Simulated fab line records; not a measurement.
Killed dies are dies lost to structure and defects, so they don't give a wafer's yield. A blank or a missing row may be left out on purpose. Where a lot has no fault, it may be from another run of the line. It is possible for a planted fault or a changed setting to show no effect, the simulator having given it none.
fab line records	flow n5-finfet
[record] lots = 10	wafers = 30	last-day = 18
route steps=1938 shown BEOL_M5@1112 PASSIVATION@1908
lots that met no fault: from a run of the same line without faults
start-h: hours from the record's opening day to when the first of the lot's shown wafers began	wait-h: how many hours have passed since the lot's step before this one	" as in the row above	L1.1+2: one row covering several wafers at once	- either no value or no given start	* or withheld: withheld	< > ~ a bound
route shown NAME@n: names a module that has steps shown in the file, with the first one's number in the route	usual: average and standard deviation across the fault-free wafers	same: alike in all rows	chamber/n: place in a boat	sites: each site's reading	_std_site: the standard deviation of these	_edge_site: mean of outer sites minus mean of inner sites	radius-mm: how far each site lies from the wafer's centre	mask NAME#n: copy n	behind: the tool/chamber that last shaped the wafer	hold: reason for holding the lot/hours on hold/outcome of the hold	device: the transistor (n, p or np) that didn't switch	end of line: tests of these same wafers at the route's end	a step with no rows: only its recipe	killed: the dies lost at the first sort to structure and to defects; this is not the yield of the wafer	map: the dies of a wafer, with x for killed, . for not killed, _ for no die there
set.NAME: setting as actually run; set.NAME@STEP: the setting as run at that earlier step	model.NAME: the simulator's own value behind a step, which no gauge read
the route's steps for a sample of lots (tables are steps, rows are wafers)
services: the hour from which a tool's chamber was out of use, counted from the record's first day as start-h (under 0 if before that day), plus the number of hours and why
[[steps]]
[step N5_BEOL_M5_ILD_DEP_00]
[recipe] material = SiCOH_lowk	target-thk-a = 1406.4	temp-c = 300	precursor = DEMS/porogen	pressure-torr = 5	rf-w = 500	time-s = 25.9
[usual] heater-power-w = 370/59	showerhead-plenum-p-Torr = 5.738/0.016	throttle-valve-pct = 13.8/0.48
lot.wafer	tool	chamber	start-h	wait-h	heater-power-w	showerhead-plenum-p-Torr	throttle-valve-pct
L204.1	pecvd-02	1	207.48	0.8	446	5.753	13.7
L204.3	"	2	"	"	425	5.734	13.1
L204.5	"	2	"	"	336	5.755	13.0
L206.1	pecvd-04	1	209.64	0.8	323	5.740	13.2
L206.3	"	0	"	"	409	5.718	14.3
L206.6	"	2	"	"	405	5.718	14.2
L208.3	pecvd-02	2	221.98	0.5	401	5.744	12.5
L208.4	"	0	"	"	312	5.742	14.1
L208.5	"	2	"	"	402	5.734	13.1
L207.2	pecvd-02	1	223.50	0.7	395	5.753	14.0
L207.3	"	2	"	"	381	5.736	13.1
L207.6	"	2	"	"	375	5.732	13.4
L209.1	pecvd-02	2	231.13	0.8	426	5.728	13.2
L209.2	"	1	"	"	408	5.759	13.8
L209.5	"	1	"	"	428	5.757	14.1
L210.2	pecvd-02	1	233.02	0.7	424	5.748	14.0
L210.5	"	2	"	"	432	5.740	13.3
L210.6	"	0	"	"	319	5.751	14.1
L212.2	pecvd-04	0	251.29	0.7	407	5.741	14.1
L212.4	"	2	"	"	411	5.702	14.5
L212.6	"	1	"	"	264	5.725	13.3
L219.1	pecvd-02	0	310.31	0.8	328	5.744	14.1
L219.3	"	2	"	"	399	5.722	13.0
L219.6	"	2	"	"	401	5.731	13.5
L221.1	pecvd-02	2	310.65	0.8	417	5.728	13.3
L221.4	"	2	"	"	420	5.734	13.3
L221.5	"	0	"	"	296	5.767	14.1
L222.1	pecvd-02	0	317.23	0.8	262	5.729	14.1
L222.4	"	0	"	"	263	5.756	13.9
L222.6	"	2	"	"	355	5.736	13.4
[step N5_PASSIVATION_DESCUM_32]
[recipe] chemistry = O2	time-s = 7.9	source-power-w = 50	bias-power-w = 20	pressure-mtorr = 20	rf-frequency-hz = 2.712e+07	temp-c = 40	o2-flow-sccm = 225
[usual] drypump-motor-current-A = 5.8/0.45	oes-product-au = 0.82/0.093	rf-vpp-V = 243.4/1.6	showerhead-plenum-p-Torr = 2.10/0.099	temp-c = 40.01/0.12	throttle-valve-pct = 20.35/0.26
lot.wafer	tool	chamber	start-h	wait-h	drypump-motor-current-A	oes-product-au	rf-hours-counter-h	rf-vpp-V	showerhead-plenum-p-Torr	temp-c	throttle-valve-pct
L204.1	rie-diel-05	1	298.44	0.1	6.6	0.91	53	244.0	2.23	39.79	20.64
L204.3	"	2	"	"	5.4	0.90	26	244.5	2.23	40.00	20.08
L204.5	"	1	"	"	6.6	0.91	-	244.4	2.23	40.02	20.63
L208.3	rie-diel-06	2	312.29	0.0	5.5	1.00	0	245.7	2.25	40.04	20.11
L208.4	"	1	"	"	5.7	0.87	-	242.9	2.04	39.88	20.27
L208.5	"	2	"	"	5.6	1.00	-	246.5	2.25	39.98	20.11
L206.1	rie-diel-01	2	316.16	0.0	6.3	0.91	23	244.9	2.12	40.01	19.99
L206.3	"	0	"	"	5.4	0.75	135	243.3	2.11	39.94	20.38
L206.6	"	3	"	"	5.3	0.94	-	241.3	2.05	39.94	20.05
L207.2	rie-diel-06	1	320.58	0.0	5.7	0.87	33	243.0	2.04	40.00	20.26
L207.3	"	0	"	"	6.0	0.72	198	244.3	2.19	39.97	20.71
L207.6	"	0	"	"	6.1	0.72	-	243.8	2.19	39.89	20.71
L209.1	rie-diel-01	0	333.32	0.0	5.5	0.74	142	244.0	2.10	39.86	20.39
L209.2	"	2	"	"	6.3	0.88	31	243.6	2.12	40.09	20.00
L209.5	"	0	"	"	5.4	0.74	-	242.7	2.10	40.05	20.39
L210.2	rie-diel-01	0	336.42	0.0	5.5	0.74	143	244.2	2.10	40.05	20.39
L210.5	"	3	"	"	5.3	0.92	-	243.2	2.05	39.93	20.06
L210.6	"	0	"	"	5.5	0.74	-	242.5	2.10	39.97	20.37
L212.2	rie-diel-06	0	361.45	0.0	6.0	0.71	211	244.0	2.18	40.01	20.76
L212.4	"	1	"	"	5.8	0.86	-	243.0	2.03	39.99	20.29
L212.6	"	0	"	"	6.0	0.72	-	243.8	2.18	40.01	20.75
L221.1	rie-diel-01	2	412.59	0.3	6.3	0.85	56	243.0	2.11	39.73	20.04
L221.4	"	0	"	"	5.5	0.72	168	244.6	2.09	40.13	20.43
L221.5	"	1	"	"	6.1	0.90	-	244.2	2.03	39.94	20.27
L219.1	rie-diel-05	0	420.62	0.0	5.3	0.68	246	240.3	1.87	40.11	20.70
L219.3	"	2	"	"	5.4	0.83	71	244.0	2.21	40.18	20.13
L219.6	"	0	"	"	5.3	0.67	-	238.8	1.87	39.94	20.70
L222.1	rie-diel-01	2	425.02	0.0	6.4	0.84	60	244.3	2.11	40.06	20.04
L222.4	"	1	"	"	6.1	0.88	27	242.2	2.03	40.12	20.30
L222.6	"	3	"	"	5.3	0.87	-	242.9	2.04	40.17	20.12
[step N5_PASSIVATION_OVL_MEAS_66]
[recipe] points-per-wafer = 44
[usual] PASS_OPEN_OVL = -7/5.1
lot.wafer	tool	chamber	start-h	wait-h	PASS_OPEN_OVL[nm]
L204.1	overlay-02	0	300.24	0.0	-9
L204.3	"	0	"	"	-11
L204.5	"	0	"	"	-2
L208.3	overlay-01	0	314.10	0.0	-5
L208.4	"	0	"	"	-5
L208.5	"	0	"	"	-3
L206.1	overlay-02	0	317.87	0.0	-3
L206.3	"	0	"	"	-4
L206.6	"	0	"	"	-5
L207.2	overlay-01	0	322.27	0.0	-7
L207.3	"	0	"	"	-9
L207.6	"	0	"	"	-7
L209.1	overlay-02	0	335.03	0.0	-8
L209.2	"	0	"	"	-8
L209.5	"	0	"	"	-3
L210.2	overlay-02	0	338.22	0.0	-15
L210.5	"	0	"	"	-14
L210.6	"	0	"	"	-14
L212.2	overlay-02	0	363.25	0.0	0
L212.4	"	0	"	"	1
L212.6	"	0	"	"	3
L221.1	overlay-01	0	414.44	0.0	-3
L221.4	"	0	"	"	-4
L221.5	"	0	"	"	-9
L219.1	overlay-01	0	422.30	0.0	-4
L219.3	"	0	"	"	-5
L219.6	"	0	"	"	0
L222.1	overlay-02	0	426.83	0.0	-14
L222.4	"	0	"	"	-8
L222.6	"	0	"	"	-4
[step N5_PASSIVATION_DESCUM_46]
[recipe] chemistry = O2	time-s = 7.9	source-power-w = 50	bias-power-w = 20	pressure-mtorr = 20	rf-frequency-hz = 2.712e+07	temp-c = 40	o2-flow-sccm = 225
[usual] drypump-motor-current-A = 5.7/0.43	oes-product-au = 0.82/0.091	rf-vpp-V = 243.4/1.7	showerhead-plenum-p-Torr = 2.11/0.11	temp-c = 39.99/0.12	throttle-valve-pct = 20.39/0.26
lot.wafer	tool	chamber	start-h	wait-h	drypump-motor-current-A	oes-product-au	rf-hours-counter-h	rf-vpp-V	showerhead-plenum-p-Torr	temp-c	throttle-valve-pct
L204.1	rie-diel-06	3	300.35	0.1	5.7	0.75	173	244.1	2.18	40.13	20.59
L204.3	"	1	"	"	5.7	0.88	24	241.7	2.04	40.16	20.25
L204.5	"	1	"	"	5.7	0.87	-	244.0	2.04	40.02	20.26
L208.3	rie-diel-06	0	314.44	0.3	6.0	0.73	195	245.3	2.19	39.96	20.70
L208.4	"	0	"	"	6.0	0.73	-	244.2	2.19	39.75	20.71
L208.5	"	2	"	"	5.5	1.02	-	245.6	2.24	40.01	20.13
L206.1	rie-diel-01	3	317.93	0.0	5.3	0.93	11	242.7	2.05	39.84	20.07
L206.3	"	1	"	"	6.1	0.67	250	242.2	2.04	39.89	20.57
L206.6	"	0	"	"	5.4	0.75	-	243.8	2.10	39.99	20.37
L207.2	rie-diel-01	3	322.33	0.0	5.3	0.93	13	242.5	2.05	39.91	20.06
L207.3	"	0	"	"	5.5	0.75	137	243.9	2.10	40.10	20.37
L207.6	"	0	"	"	5.4	0.74	-	243.6	2.10	40.19	20.37
L209.1	rie-diel-06	2	335.28	0.2	5.6	0.95	8	246.8	2.24	39.81	20.13
L209.2	"	3	"	"	5.7	0.74	181	245.5	2.17	39.99	20.61
L209.5	"	0	"	"	6.0	0.71	-	245.2	2.18	39.93	20.73
L210.2	rie-diel-01	0	338.28	0.0	5.5	0.74	145	242.7	2.10	40.09	20.38
L210.5	"	3	"	"	5.3	0.92	-	242.9	2.05	39.82	20.06
L210.6	"	2	"	"	6.3	0.89	-	242.6	2.12	40.21	20.01
L212.2	rie-diel-05	3	363.31	0.0	5.1	0.92	16	242.3	2.05	39.75	20.06
L212.4	"	1	"	"	6.6	0.87	75	244.3	2.22	39.88	20.67
L212.6	"	3	"	"	5.1	0.92	-	243.0	2.05	40.06	20.06
L221.1	rie-diel-05	0	414.81	0.4	5.3	0.69	244	240.2	1.87	40.13	20.71
L221.4	"	1	"	"	6.6	0.85	94	242.7	2.22	39.81	20.68
L221.5	"	0	"	"	5.3	0.68	-	239.8	1.87	39.85	20.70
L219.1	rie-diel-06	3	422.75	0.4	5.8	0.71	210	243.6	2.16	39.99	20.65
L219.3	"	1	"	"	5.8	0.82	66	241.9	2.02	40.07	20.33
L219.6	"	2	"	"	5.6	0.91	-	245.8	2.23	40.08	20.18
L222.1	rie-diel-01	3	426.88	0.0	5.3	0.86	48	242.8	2.04	39.86	20.11
L222.4	"	0	"	"	5.5	0.71	173	242.4	2.09	40.04	20.43
L222.6	"	2	"	"	6.3	0.83	-	244.2	2.11	40.05	20.05
[step N5_PASSIVATION_PROBE_49]
[usual] defect-limited-yield = 90.9/1.5	killed_at_M0_to_M3 = 35/10	killed_at_M4_up = 14/5.2	killed-at-contacts = 13/7.3	killed-at-front-end = 42/12	killed-at-other = 3.4/2.5	killed-dies = 108/18	killed-on-rim = 14/4.2	killed-open = 70/13	killed-short = 35/8	sort_bin_5_function = 5.4/1	sort_bin_6_memory = 3.4/0.71	sort_bin_8_speed = 0.00/0.0099	sort-n-pass = 1072/18	sort-yield-pct = 90.9/1.5
[same] gross-dies = 1180	killed-at-back-side = 0	sort_bin_4_leakage[%] = 0
lot.wafer	tool	chamber	start-h	wait-h	defect-limited-yield[%]	killed_at_M0_to_M3	killed_at_M4_up	killed-at-contacts	killed-at-front-end	killed-at-other	killed-dies	killed-on-rim	killed-open	killed-short	sort_bin_5_function[%]	sort_bin_6_memory[%]	sort_bin_8_speed[%]	sort-n-pass	sort-yield-pct[%]
L206.1	prober-02	-	320.97	0.0	92.4	43	12	7	22	6	90	10	62	28	4.9	2.4	0	1090	92.4
L206.3	prober-02	-	321.07	0.1	91.8	30	14	6	47	0	97	13	67	26	5.3	2.8	0	1083	91.8
L206.6	prober-02	-	321.22	0.3	90.1	37	25	5	48	2	117	19	77	39	6.2	3.6	0	1063	90.1
L209.1	prober-01	-	338.34	0.0	89.5	47	23	16	32	6	124	17	88	36	6.4	3.7	0	1056	89.5
L209.2	prober-01	-	338.39	0.1	90.8	44	13	11	39	2	109	11	69	39	5.5	3.5	0	1071	90.8
L209.5	prober-01	-	338.54	0.2	88.1	39	25	18	58	0	140	11	101	38	7.2	4.5	0	1040	88.1
L210.2	prober-02	-	341.37	0.1	90.0	38	20	12	43	5	118	5	80	37	5.6	4.0	0	1062	90.0
L210.5	prober-02	-	341.52	0.2	91.3	24	12	5	60	2	103	15	74	27	4.5	3.7	0	1077	91.3
L210.6	prober-02	-	341.57	0.3	92.0	29	23	7	34	1	94	9	63	26	5.3	2.5	0	1086	92.0
L212.2	prober-01	-	366.40	0.1	92.5	17	16	13	36	6	88	16	54	33	4.4	2.5	0	1092	92.5
L212.4	prober-01	-	366.50	0.2	90.8	14	8	30	53	4	109	14	69	38	5.2	3.8	0	1071	90.8
L212.6	prober-01	-	366.60	0.3	93.7	13	7	9	37	8	74	6	50	22	3.4	2.6	0.08	1106	93.7
L221.1	prober-01	-	417.87	0.0	91.9	27	10	7	49	2	95	12	57	36	4.7	3.0	0	1085	91.9
L221.4	prober-01	-	418.02	0.2	92.3	33	11	6	29	12	91	13	51	39	4.6	2.8	0	1089	92.3
L221.5	prober-01	-	418.07	0.2	85.1	32	72	20	47	5	176	29	82	33	9.8	3.9	0	1004	85.1
L219.1	prober-01	-	425.81	0.0	83.2	41	88	13	54	2	198	34	85	44	9.2	6.0	0	982	83.2
L219.3	prober-01	-	425.91	0.1	88.1	55	18	9	57	1	140	19	103	34	7.6	3.9	0	1040	88.1
L219.6	prober-01	-	426.06	0.3	87.5	38	18	12	78	1	147	23	90	55	7.5	4.7	0	1033	87.5
L222.1	prober-02	-	429.93	0.0	85.5	30	80	12	46	3	171	28	69	27	8.9	3.6	0	1009	85.5
L222.4	prober-02	-	430.08	0.2	85.7	33	78	17	40	1	169	24	66	35	9.2	4.2	0.08	1011	85.7
L222.6	prober-02	-	430.18	0.3	88.5	36	17	42	36	5	136	12	94	41	7.5	3.8	0	1044	88.5
// killed by level:class
L206.1 BEOL_M0_SAQP:geometric-particle:open=17 BEOL_M0_SAQP:geometric-particle:short=9 BEOL_M2:geometric-particle:open=7 MOL_CONTACT_COAG:geometric-particle:open=6 BEOL_M4:geometric-particle:open=6 FIN_SAQP:geometric-particle:short=4 GATE_CUT:geometric-particle:short=4 BEOL_M3:geometric-particle:open=4
L206.3 GATE_CUT:geometric-particle:short=11 FIN_SAQP:geometric-particle:open=10 BEOL_M2:geometric-particle:open=10 BEOL_M0_SAQP:geometric-particle:open=6 STI_FIN_REVEAL:geometric-particle:open=5 MOL_CONTACT_COAG:geometric-particle:open=5 ILD0:geometric-particle:open=4 GATE_CUT:geometric-particle:open=4
L206.6 BEOL_M4:geometric-particle:open=11 STI_FIN_REVEAL:geometric-particle:open=10 BEOL_M0_SAQP:geometric-particle:open=9 BEOL_M1:geometric-particle:open=9 BEOL_M2:geometric-particle:open=7 BEOL_M8:geometric-particle:open=6 FIN_SAQP:geometric-particle:short=5 BEOL_M0_SAQP:geometric-particle:short=5
L209.1 FIN_SAQP:geometric-particle:open=13 MOL_CONTACT_COAG:geometric-particle:open=13 BEOL_M2:geometric-particle:short=9 BEOL_M5:geometric-particle:open=8 BEOL_M0_SAQP:geometric-particle:open=8 BEOL_M2:geometric-particle:open=8 BEOL_M1:geometric-particle:open=7 BEOL_M0_SAQP:geometric-particle:short=7
L209.2 FIN_SAQP:geometric-particle:open=12 MOL_CONTACT_COAG:geometric-particle:open=9 BEOL_M3:geometric-particle:open=8 FIN_SAQP:geometric-particle:short=6 BEOL_M0_SAQP:geometric-particle:open=6 BEOL_M0_SAQP:geometric-particle:short=6 BEOL_M3:geometric-particle:short=6 BEOL_M4:geometric-particle:open=6
L209.5 FIN_SAQP:geometric-particle:open=23 FIN_SAQP:geometric-particle:short=15 BEOL_M4:geometric-particle:open=14 MOL_CONTACT_COAG:geometric-particle:open=14 BEOL_M2:geometric-particle:open=9 BEOL_M3:geometric-particle:open=9 BEOL_M0_SAQP:geometric-particle:short=8 STI_FIN_REVEAL:geometric-particle:open=7
L210.2 BEOL_M4:geometric-particle:open=13 STI_FIN_REVEAL:geometric-particle:open=12 BEOL_M2:geometric-particle:open=10 BEOL_M3:geometric-particle:open=10 FIN_SAQP:geometric-particle:open=9 MOL_CONTACT_COAG:geometric-particle:open=7 BEOL_M0_SAQP:geometric-particle:short=7 MOL_CONTACT_COAG:geometric-particle:short=5
L210.5 FIN_SAQP:geometric-particle:open=14 DUMMY_GATE:geometric-particle:open=10 STI_FIN_REVEAL:geometric-particle:open=7 BEOL_M3:geometric-particle:open=7 BEOL_M4:geometric-particle:open=5 FIN_SAQP:geometric-particle:short=4 ILD0:geometric-particle:open=4 MOL_CONTACT_COAG:geometric-particle:open=4
L210.6 BEOL_M1:geometric-particle:open=8 MOL_CONTACT_COAG:geometric-particle:open=7 BEOL_M4:geometric-particle:open=7 BEOL_M3:geometric-particle:open=6 FIN_SAQP:geometric-particle:open=4 GATE_CUT:geometric-particle:short=4 BEOL_M0:geometric-particle:open=4 BEOL_M2:geometric-particle:open=4
L212.2 FIN_SAQP:geometric-particle:short=9 FIN_SAQP:geometric-particle:open=8 STI_FIN_REVEAL:geometric-particle:open=8 MOL_CONTACT_COAG:geometric-particle:short=7 BEOL_M4:geometric-particle:open=7 MOL_CONTACT_COAG:geometric-particle:open=6 BEOL_M0_SAQP:geometric-particle:short=5 BEOL_M3:geometric-particle:open=5
L212.4 MOL_CONTACT_COAG:geometric-particle:open=27 FIN_SAQP:geometric-particle:short=12 STI_FIN_REVEAL:geometric-particle:open=11 FIN_SAQP:geometric-particle:open=9 BEOL_M0_SAQP:geometric-particle:short=5 STI_FIN_REVEAL:geometric-particle:short=4 STARTING-WAFER:geometric-particle:open=4 MOL_CONTACT_COAG:geometric-particle:short=3
L212.6 STI_FIN_REVEAL:geometric-particle:open=17 DUMMY_GATE:geometric-particle:open=8 MOL_CONTACT_COAG:geometric-particle:open=7 BEOL_M0_SAQP:geometric-particle:open=3 BEOL_M0:geometric-particle:short=3 BEOL_M1:geometric-particle:open=3 MIM_TOP:geometric-particle:short=3 STARTING-WAFER:geometric-particle:open=3
L221.1 FIN_SAQP:geometric-particle:open=17 FIN_SAQP:geometric-particle:short=13 BEOL_M0_SAQP:geometric-particle:short=6 MOL_CONTACT_COAG:geometric-particle:open=6 BEOL_M2:geometric-particle:open=5 BEOL_M4:geometric-particle:open=5 GATE_CUT:geometric-particle:short=4 BEOL_M0_SAQP:geometric-particle:open=4
L221.4 FIN_SAQP:geometric-particle:short=10 BEOL_M2:geometric-particle:open=7 BEOL_M0:geometric-particle:open=6 FIN_SAQP:geometric-particle:open=5 MOL_CONTACT_COAG:geometric-particle:open=5 BEOL_M0_SAQP:geometric-particle:short=5 BEOL_M0_SAQP:geometric-particle:open=4 BEOL_M4:geometric-particle:open=4
L221.5 BEOL_M5:unspecified=61 FIN_SAQP:geometric-particle:open=17 MOL_CONTACT_COAG:geometric-particle:open=14 FIN_SAQP:geometric-particle:short=13 STI_FIN_REVEAL:geometric-particle:open=9 BEOL_M2:geometric-particle:open=9 BEOL_M4:geometric-particle:open=7 MOL_CONTACT_COAG:geometric-particle:short=6
L219.1 BEOL_M5:unspecified=65 FIN_SAQP:geometric-particle:open=11 MOL_CONTACT_COAG:geometric-particle:open=11 FIN_SAQP:geometric-particle:short=10 STI_FIN_REVEAL:geometric-particle:open=10 BEOL_M4:geometric-particle:open=10 GATE_CUT:geometric-particle:short=8 BEOL_M2:geometric-particle:open=7
L219.3 BEOL_M2:geometric-particle:open=20 STI_FIN_REVEAL:geometric-particle:open=18 FIN_SAQP:geometric-particle:open=10 BEOL_M4:geometric-particle:open=10 BEOL_M0:geometric-particle:open=7 MOL_CONTACT_COAG:geometric-particle:open=7 BEOL_M3:geometric-particle:open=6 GATE_CUT:geometric-particle:short=6
L219.6 STI_FIN_REVEAL:geometric-particle:open=20 FIN_SAQP:geometric-particle:open=14 GATE_CUT:geometric-particle:short=14 BEOL_M2:geometric-particle:open=9 BEOL_M4:geometric-particle:open=9 FIN_SAQP:geometric-particle:short=8 MOL_CONTACT_COAG:geometric-particle:open=8 BEOL_M0_SAQP:geometric-particle:short=7
L222.1 BEOL_M5:unspecified=75 STI_FIN_REVEAL:geometric-particle:open=16 BEOL_M0_SAQP:geometric-particle:open=11 MOL_CONTACT_COAG:geometric-particle:open=10 FIN_SAQP:geometric-particle:open=9 BEOL_M0_SAQP:geometric-particle:short=8 BEOL_M3:geometric-particle:open=5 STARTING-WAFER:geometric-particle:open=4
L222.4 BEOL_M5:unspecified=66 MOL_CONTACT_COAG:geometric-particle:open=16 FIN_SAQP:geometric-particle:open=10 STI_FIN_REVEAL:geometric-particle:open=10 BEOL_M0_SAQP:geometric-particle:short=9 BEOL_M0:geometric-particle:open=6 BEOL_M0_SAQP:geometric-particle:open=4 STI_FIN_REVEAL:geometric-particle:short=3
L222.6 MOL_CONTACT_COAG:geometric-particle:open=38 STI_FIN_REVEAL:geometric-particle:open=13 BEOL_M0_SAQP:geometric-particle:short=11 BEOL_M0_SAQP:geometric-particle:open=8 FIN_SAQP:geometric-particle:open=6 BEOL_M2:geometric-particle:open=5 BEOL_M4:geometric-particle:open=5 FIN_SAQP:geometric-particle:short=4
[[services]]
tool	chamber	start-h	hours	kind
pecvd-02	-	185.19	4.3	pm
rie-diel-06	1	211.69	-	clean
rie-diel-06	1	211.69	-	consumable-replace:focus-ring
rie-diel-05	1	221.26	6.6	repair
pecvd-02	1	234.64	2.1	scheduled-down
rie-diel-01	2	235.67	-	clean
rie-diel-01	2	235.67	-	consumable-replace:focus-ring
rie-diel-01	2	235.67	13.8	scheduled-down
rie-diel-01	2	235.67	13.8	vent-cycle
rie-diel-01	2	252.91	7.8	repair
rie-diel-01	3	260.69	-	clean
rie-diel-01	3	260.69	-	consumable-replace:focus-ring
rie-diel-01	3	260.69	22.1	scheduled-down
rie-diel-01	3	260.69	22.1	vent-cycle
rie-diel-06	3	309.61	11.3	repair
rie-diel-01	1	318.59	-	clean
rie-diel-01	1	318.59	-	consumable-replace:focus-ring
rie-diel-01	1	318.59	20.4	scheduled-down
rie-diel-01	1	318.59	20.4	vent-cycle
rie-diel-01	3	331.39	3.3	repair
rie-diel-06	2	357.44	6.5	repair
pecvd-02	-	367.90	1.0	repair
rie-diel-05	3	367.90	10.7	repair
pecvd-02	2	406.61	2.1	scheduled-down
[[key]]
[first-sign] step = N5_PASSIVATION_PROBE_49	reading = killed_at_M4_up	direction = up	sigmas = 12	usual = 14	struck = 80
[effect] step = N5_PASSIVATION_PROBE_49	reading = killed-dies	direction = up	sigmas = 3.9	usual = 108	struck = 178
[more-kills-born-at] N5_BEOL_M5_ILD_DEP_00@pecvd-02 = 267
met-at N5_BEOL_M5_ILD_DEP_00
struck-lots L219,L221,L222
struck-wafers L219.1,L221.5,L222.1,L222.4
not-acting-at N5_PASSIVATION_DESCUM_32,N5_PASSIVATION_OVL_MEAS_66,N5_PASSIVATION_DESCUM_46
onset-between 233.02 310.31
[fault] kind = chamber-particle-source	tool = pecvd-02	chamber = 0	onset-h = 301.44	steps = N5_BEOL_M5_ILD_DEP_00	rate-per-visit-cm2 = 0.40636	end-h = 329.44
